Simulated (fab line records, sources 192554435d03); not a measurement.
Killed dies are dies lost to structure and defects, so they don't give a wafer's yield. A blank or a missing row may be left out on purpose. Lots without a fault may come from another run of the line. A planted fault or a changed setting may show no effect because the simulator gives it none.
Which tool did it? | flow n5_finfet | 9 lots, 27 wafers sampled, at 6 steps of a route of 1938

WHAT THE GAUGES READ, wafer by wafer
N5_FIN_SAQP_THK_MEAS_05. Usual: thk_nm 38.2 nm, standard deviation 0.55.
lot  | measured    | on            | thk_nm (nm)    | flag
L799 | day 3 09:02 | film_metro-02 | 38.2 38.3 38.2 |
L801 | day 3 21:00 | film_metro-02 | 37.4 38.1 38.2 |
L802 | day 4 03:35 | film_metro-02 | 38.4 38.7 38.6 |
L803 | day 4 09:42 | film_metro-02 | 37.0 37.8 37.0 |
L804 | day 4 15:50 | film_metro-02 | 38.2 38.8 39.0 |
L812 | day 6 15:35 | film_metro-02 | 38.4 38.6 38.1 |
L813 | day 6 21:28 | film_metro-01 | 38.0 37.9 37.5 |
L815 | day 7 09:52 | film_metro-01 | 38.2 38.3 38.6 |
L816 | day 7 15:10 | film_metro-01 | 38.1 38.2 38.6 |

N5_BEOL_M4_RC_MEAS_101. Usual: DIBL_N 36.3 mV/V, standard deviation 1.7; DIBL_P 36.5 mV/V, standard deviation 1.8; IOFF_N 0.16 nA/um, standard deviation 0.033; IOFF_P 0.21 nA/um, standard deviation 0.037; ION_N 675 uA/um, standard deviation 11; ION_P 462 uA/um, standard deviation 7.9; SS_N 71.6 mV/dec, standard deviation 0.64; SS_P 73.3 mV/dec, standard deviation 0.68; VT_N 249 mV, standard deviation 3.3; VT_P -250 mV, standard deviation 3.3.
lot  | measured     | on        | DIBL_N (mV/V)  | DIBL_P (mV/V)  | IOFF_N (nA/um) | IOFF_P (nA/um) | ION_N (uA/um) | ION_P (uA/um) | SS_N (mV/dec)  | SS_P (mV/dec)  | VT_N (mV)   | VT_P (mV)      | flag
L799 | day 9 10:17  | prober-01 | 37.3 36.6 37.0 | 38.4 36.7 37.8 | 0.18 0.17 0.17 | 0.24 0.22 0.24 | 680 688 676   | 466 459 465   | 72.3 71.7 72.3 | 72.8 72.8 73.0 | 247 250 249 | -251 -253 -248 |
L801 | day 9 15:35  | prober-02 | 37.4 35.1 32.3 | 38.4 34.8 33.3 | 0.18 0.14 0.11 | 0.24 0.18 0.16 | 660 658 657   | 460 445 457   | 72.2 71.9 70.5 | 73.5 72.8 72.1 | 251 254 255 | -247 -251 -254 |
L802 | day 10 07:46 | prober-02 | 34.4 36.1 36.9 | 34.8 37.7 38.2 | 0.11 0.14 0.15 | 0.16 0.21 0.20 | 662 653 662   | 448 460 450   | 70.0 70.6 71.1 | 72.8 73.9 73.8 | 253 253 251 | -257 -251 -253 |
L803 | day 10 07:21 | prober-01 | 34.9 35.6 33.3 | 35.2 36.8 33.1 | 0.15 0.16 0.12 | 0.22 0.23 0.19 | 679 675 690   | 467 467 479   | 71.0 71.6 70.1 | 73.7 74.1 72.8 | 249 249 254 | -250 -248 -249 |
L804 | day 10 09:15 | prober-01 | 35.8 35.6 34.2 | 36.3 34.7 33.9 | 0.16 0.15 0.13 | 0.20 0.17 0.17 | 684 666 657   | 464 450 448   | 71.3 71.1 71.1 | 72.9 72.7 72.1 | 249 249 251 | -251 -253 -253 |
L812 | day 12 03:55 | prober-01 | 37.3 36.3 37.3 | 36.6 35.8 36.4 | 0.16 0.15 0.17 | 0.23 0.22 0.23 | 678 662 667   | 472 460 464   | 71.4 71.4 71.9 | 72.5 73.4 73.5 | 254 253 249 | -245 -248 -247 |
L813 | day 13 00:05 | prober-02 | 33.4 35.3 34.3 | 33.1 34.8 33.9 | 0.13 0.16 0.14 | 0.17 0.19 0.18 | 682 677 672   | 465 462 459   | 71.4 71.3 71.9 | 72.7 73.6 73.2 | 251 247 250 | -254 -251 -252 |
L815 | day 13 10:11 | prober-02 | 36.2 37.3 37.5 | 35.1 36.3 37.0 | 0.14 0.16 0.16 | 0.17 0.18 0.20 | 662 677 673   | 447 458 458   | 71.2 72.1 71.5 | 73.8 73.9 74.2 | 253 249 247 | -251 -254 -253 |
L816 | day 13 10:06 | prober-01 | 33.2 36.3 36.8 | 33.6 37.7 38.6 | 0.12 0.18 0.19 | 0.16 0.21 0.22 | 669 678 677   | 452 461 458   | 71.2 71.9 72.1 | 72.4 74.4 74.3 | 252 248 246 | -256 -250 -253 |

WHICH TOOL RAN EACH LOT (tool, then ch and the chambers of the sampled wafers, then the start)
lot  | N5_FIN_SAQP_PECVD_47           | N5_FIN_SAQP_HM_DEP_72          | N5_FIN_SAQP_MANDREL_ETCH_22     | N5_FIN_SAQP_ETCH_57
L799 | pecvd-01 ch 0,1, day 3 09:04   | pecvd-03 ch 0,1, day 3 09:16   | rie_si-02 ch 1,2,3, day 3 10:25 | rie_diel-03 ch 0,2,3, day 3 12:41
L801 | pecvd-03 ch 0,1, day 3 21:02   | pecvd-01 ch 0,1,2, day 3 21:15 | rie_si-02 ch 0,2,3, day 3 22:05 | rie_diel-01 ch 0,2, day 3 23:59
L802 | pecvd-03 ch 0,1,2, day 4 03:37 | pecvd-02 ch 0,1,2, day 4 03:50 | rie_si-02 ch 0,1,3, day 4 04:39 | rie_diel-03 ch 0,1,2, day 4 07:41
L803 | pecvd-03 ch 0,1,2, day 4 09:44 | pecvd-02 ch 0,2, day 4 09:56   | rie_si-02 ch 1,2,3, day 4 10:46 | rie_diel-01 ch 0,3, day 4 12:47
L804 | pecvd-03 ch 0,1,2, day 4 15:52 | pecvd-03 ch 1,2, day 4 16:05   | rie_si-02 ch 0,2, day 4 16:55   | rie_diel-03 ch 1,3, day 4 19:07
L812 | pecvd-02 ch 0,1,2, day 6 15:39 | pecvd-03 ch 0,1,2, day 6 15:52 | rie_si-01 ch 1,2,3, day 6 16:40 | rie_diel-03 ch 1,2, day 6 18:42
L813 | pecvd-01 ch 0,1,2, day 6 21:31 | pecvd-01 ch 0,1,2, day 6 21:43 | rie_si-01 ch 0,2,3, day 6 22:32 | rie_diel-06 ch 0,1,3, day 7 00:39
L815 | pecvd-01 ch 1,2, day 7 09:55   | pecvd-02 ch 1,2, day 7 10:07   | rie_si-01 ch 0,2, day 7 10:51   | rie_diel-01 ch 2,3, day 7 12:40
L816 | pecvd-02 ch 0,1,2, day 7 15:12 | pecvd-03 ch 0,2, day 7 15:25   | rie_si-01 ch 0,1,2, day 7 16:07 | rie_diel-06 ch 0,2, day 7 17:58
- N5_FIN_SAQP_PECVD_47: deposits a-Si from SiH4/He, target thk 45 nm, time 36.3 s.
- N5_FIN_SAQP_HM_DEP_72: deposits SiO2 from SiH4/N2O, target thk 12 nm, time 7.2 s.
- N5_FIN_SAQP_MANDREL_ETCH_22: etches a-Si in HBr/Cl2, stops on SiNx, target depth 60 nm, bt time 10 s, time 30 s.
- N5_FIN_SAQP_ETCH_57: etches SiNx in CH3F/O2, target depth 32.5 nm, time 46.4 s.

WHAT THE TOOLS THEMSELVES READ (means of the sampled wafers that have a number; where no wafer has one, the mark that the record gives instead)
N5_FIN_SAQP_PECVD_47. Usual: heater_power_w 822 W, standard deviation 85; showerhead_plenum_p_Torr 5.68 Torr, standard deviation 0.046; throttle_valve_pct 18.3 %, standard deviation 1.2.
lot  | tool     | heater_power_w (W) | showerhead_plenum_p_Torr (Torr) | throttle_valve_pct (%) | flag
L799 | pecvd-01 | 842                | 5.68                            | 20.5                   |
L801 | pecvd-03 | 844                | 5.66                            | 18.5                   |
L802 | pecvd-03 | 746                | 5.68                            | 18.0                   |
L803 | pecvd-03 | 828                | 5.68                            | 17.9                   |
L804 | pecvd-03 | 832                | 5.67                            | 18.1                   |
L812 | pecvd-02 | 827                | 5.68                            | 17.6                   |
L813 | pecvd-01 | 857                | 5.67                            | 19.6                   |
L815 | pecvd-01 | 883                | 5.70                            | 19.1                   |
L816 | pecvd-02 | 821                | 5.69                            | 17.7                   |

N5_FIN_SAQP_HM_DEP_72. Usual: heater_power_w 744 W, standard deviation 76; showerhead_plenum_p_Torr 8.18 Torr, standard deviation 0.12.
lot  | tool     | heater_power_w (W) | showerhead_plenum_p_Torr (Torr) | flag
L799 | pecvd-03 | 684                | 8.13                            |
L801 | pecvd-01 | 768                | 8.18                            |
L802 | pecvd-02 | 732                | 8.16                            |
L803 | pecvd-02 | 820                | 8.07                            |
L804 | pecvd-03 | 676                | 8.26                            |
L812 | pecvd-03 | 722                | 8.19                            |
L813 | pecvd-01 | 769                | 8.17                            |
L815 | pecvd-02 | 657                | 8.27                            |
L816 | pecvd-03 | 694                | 8.16                            |

N5_FIN_SAQP_MANDREL_ETCH_22. Usual: drypump_motor_current_A 5.9 A, standard deviation 0.51; he_backside_leak_sccm 2.7 sccm, standard deviation 0.38; oes_product_au 0.765 a.u., standard deviation 0.014; throttle_valve_pct 35.31 %, standard deviation 0.23.
lot  | tool      | drypump_motor_current_A (A) | he_backside_leak_sccm (sccm) | oes_product_au (a.u.) | throttle_valve_pct (%) | flag
L799 | rie_si-02 | 5.8                         | 2.6                          | 0.757                 | 35.23                  |
L801 | rie_si-02 | 5.6                         | 2.5                          | 0.752                 | 35.28                  |
L802 | rie_si-02 | 5.7                         | 2.6                          | 0.661                 | 35.62                  | OFF
L803 | rie_si-02 | 5.8                         | 2.6                          | 0.648                 | 35.45                  | OFF
L804 | rie_si-02 | 5.9                         | 2.6                          | 0.645                 | 35.61                  | OFF
L812 | rie_si-01 | 6.4                         | 2.6                          | 0.773                 | 35.34                  |
L813 | rie_si-01 | 6.0                         | 2.6                          | 0.776                 | 35.16                  |
L815 | rie_si-01 | 5.6                         | 2.7                          | 0.770                 | 35.17                  |
L816 | rie_si-01 | 6.0                         | 2.7                          | 0.769                 | 35.34                  |

N5_FIN_SAQP_ETCH_57. Usual: drypump_motor_current_A 5.5 A, standard deviation 0.49; etch_rf_on_time_s 46.7 s, standard deviation 1; oes_product_au 0.67 a.u., standard deviation 0.06; rf_vpp_V 298 V, standard deviation 3.9; showerhead_plenum_p_Torr 2.01 Torr, standard deviation 0.069; throttle_valve_pct 16.36 %, standard deviation 0.25.
lot  | tool        | drypump_motor_current_A (A) | etch_rf_on_time_s (s) | oes_product_au (a.u.) | rf_vpp_V (V) | showerhead_plenum_p_Torr (Torr) | throttle_valve_pct (%) | flag
L799 | rie_diel-03 | 5.9                         | 46.1                  | 0.61                  | 299          | 2.01                            | 16.54                  |
L801 | rie_diel-01 | 5.5                         | 46.7                  | 0.66                  | 297          | 2.03                            | 16.51                  |
L802 | rie_diel-03 | 5.6                         | 39.1                  | 0.67                  | 297          | 1.98                            | 16.33                  | OFF
L803 | rie_diel-01 | 5.9                         | 39.0                  | 0.69                  | 300          | 2.03                            | 16.30                  | OFF
L804 | rie_diel-03 | 5.4                         | 40.4                  | 0.63                  | 299          | 2.02                            | 16.42                  | OFF
L812 | rie_diel-03 | 5.1                         | 47.9                  | 0.67                  | 297          | 1.94                            | 16.20                  |
L813 | rie_diel-06 | 5.1                         | 45.8                  | 0.68                  | 298          | 2.01                            | 16.27                  |
L815 | rie_diel-01 | 6.1                         | 46.0                  | 0.72                  | 299          | 2.12                            | 16.20                  |
L816 | rie_diel-06 | 5.1                         | 45.4                  | 0.65                  | 295          | 2.02                            | 16.50                  |

THE ANSWER, worked out from the rows above alone
Rule: a lot is off if the mean of its wafers that have a number lies more than 3 standard deviations from the usual mean. A lot without any number at a reading at which 4 lots or more have one is off too. The other lots that the step has rows for count as sound. The gauges are gone through in route order, then the tools' own readings, and for those a lot's mean is taken as printed above. The first step at which some lot is off is used, and at that step the reading that is off furthest; a lot without a number counts as furthest.
Off: L802, L803, L804, at N5_FIN_SAQP_MANDREL_ETCH_22 (oes_product_au).
A tool fits if, at that step or a process step before it, it ran every lot that is off, and no sound lot after the first of them. Can't be told from this: 2 tools fit, pecvd-03 at N5_FIN_SAQP_PECVD_47, rie_si-02 at N5_FIN_SAQP_MANDREL_ETCH_22.

WHAT THE SIMULATOR HAD PUT IN
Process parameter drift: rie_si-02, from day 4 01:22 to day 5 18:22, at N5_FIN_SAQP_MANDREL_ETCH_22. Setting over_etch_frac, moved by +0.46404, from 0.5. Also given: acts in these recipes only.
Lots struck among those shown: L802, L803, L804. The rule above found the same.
